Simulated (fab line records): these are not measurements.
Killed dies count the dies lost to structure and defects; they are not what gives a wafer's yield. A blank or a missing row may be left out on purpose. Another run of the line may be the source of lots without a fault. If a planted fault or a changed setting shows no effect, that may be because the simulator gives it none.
Comparing a struck lot with a sound one / flow nandHarc / 15 steps out of a route of 1302
Sound: the wafers L460.2, L460.4, L460.5. Struck: wafer L461.5. (L461.4, L461.6 of the same lot were not struck and are left out.) The cause comes at the end.
At each step with rows: each side's tool, then ch and its chambers, then its first start. Under that, the readings that differ: sound wafers / struck wafers / difference of the means / sigmas: that difference in standard deviations of wafers without a fault.
alike: a reading whose means differ by less than 2 such deviations, as well as words and numbers matching on both sides. not compared: withheld readings; readings where some wafer has no value; bounds like >300 that might hide an equal value; numbers whose values overlap and for which the record gives no deviation.
A row with sigmas, a row that says differs or no value, or rows on one side alone: a step with any of these is where the two part. Numbers that have no deviation but don't overlap get no sigmas and don't part them. A reading that every wafer of one side lacks parts them only if that side has two wafers or more.

NHARC_A_CONTACT_ETCH_138: etches the open film in C4F8/O2/Ar, time 311 s, target depth 1914 nm.
  sound on harCapEtch-03 ch 0,1, day 25 15:58; struck on harCapEtch-03 ch 1, day 27 05:46
  not compared: rfHoursCounterH
NHARC_A_CONTACT_ETCH_139: etches the open film in C4F8/O2/Ar, time 195 s, target depth 840 nm.
  sound on harCapEtch-03 ch 0,1, day 25 16:14; struck on harCapEtch-03 ch 1, day 27 06:02
  not compared: rfHoursCounterH
then, 1 step without rows for these wafers: NHARC_A_CONTACT_ETCH_92 (etches the open film in CH3F/O2, target depth 40 nm, time 85.7 s).
NHARC_A_CONTACT_ETCH_98: etches the open film in C4F6/O2, target depth 20 nm, time 10 s.
  sound on rieDiel-04 ch 1,2; struck on rieDiel-05 ch 1
reading=c4f6FlowSccm (sccm); sound=24.98 25.02 25.02; struck=24.83; difference=-0.18; sigmas=-2
  alike: drypumpMotorCurrentA, o2FlowSccm, oesProductAu, rfVppV, showerheadPlenumPTorr, throttleValvePct
  not compared: rfHoursCounterH
NHARC_A_CONTACT_CD_MEAS_15:
  sound on cdSem-01, day 25 17:01; struck on cdSem-02, day 27 06:44
  alike: cdNm
then, 4 steps without rows for these wafers: NHARC_A_CONTACT_STRIP_107 (strips in N2/H2); NHARC_A_CONTACT_STRIP_108 (strips in CF4/CHF3); NHARC_A_CONTACT_STRIP_109 (strips in O2/COS); NHARC_A_CONTACT_ETCH_110 (etches the open film in CF4/O2, target depth 60 nm, overetch 6 nm, time 33 s).
NHARC_A_CONTACT_STRIP_26: strips in O2.
  sound on rieDiel-04 ch 0,1; struck on rieDiel-05 ch 3
reading=oesProductAu (a.u.); sound=1.001 1.001 0.990; struck=1.018; difference=+0.021; sigmas=+2
reading=throttleValvePct (%); sound=17.042 17.036 17.062; struck=17.024; difference=-0.023; sigmas=-3
  alike: drypumpMotorCurrentA, o2FlowSccm, rfVppV, showerheadPlenumPTorr
  not compared: rfHoursCounterH
then, 1 step without rows for these wafers: NHARC_A_CONTACT_STRIP_27 (strips in post etch residue remover, time 600 s).
NHARC_A_CONTACT_ALD_18: deposits TiN, target thk 3 nm, pulse time 1 s, ald cycles 150.
  sound on aldMetal-04 ch 0,3, day 25 17:58; struck on aldMetal-03 ch 0, day 27 07:44
  alike: heaterPowerOuterW, heaterPowerW, precursorPulseHeightRel
NHARC_A_CONTACT_CVD_19: deposits W, target thk 300 nm, time 802 s.
  sound on cvdW-01 ch 0, day 25 18:16; struck on cvdW-01 ch 0, day 27 08:14
  alike: heaterPowerOuterW, heaterPowerW, throttleValvePct
NHARC_A_CONTACT_CMP_20: polishes, t overpolish 30 s, target thk 300 nm.
  sound on cmp-04 ch 1,2, day 25 19:02; struck on cmp-02 ch 1, day 27 08:47
reading=motorCurrentA (A); sound=14.2 12.4 13.3; struck=10.7; difference=-2.6; sigmas=-2
reading=timeToEndpointS (s); sound=64 61 62; struck=25; difference=-37; sigmas=-11
  alike: overpolishRunS
-- jump in the record: it breaks off in module A_CONTACT and resumes in module END (first step shown: number 1302 of the route), and 2 days separate the struck wafers' starts before and after --
NHARC_END_SORT_01:
  at this point the record logs the struck wafers (prober-01 ch 0, day 29 16:48) and has no rows for the sound ones

## WHERE THEY PART
At NHARC_A_CONTACT_ETCH_98 first; at NHARC_END_SORT_01 last (within this record only).

WHY: whatever the simulator had introduced
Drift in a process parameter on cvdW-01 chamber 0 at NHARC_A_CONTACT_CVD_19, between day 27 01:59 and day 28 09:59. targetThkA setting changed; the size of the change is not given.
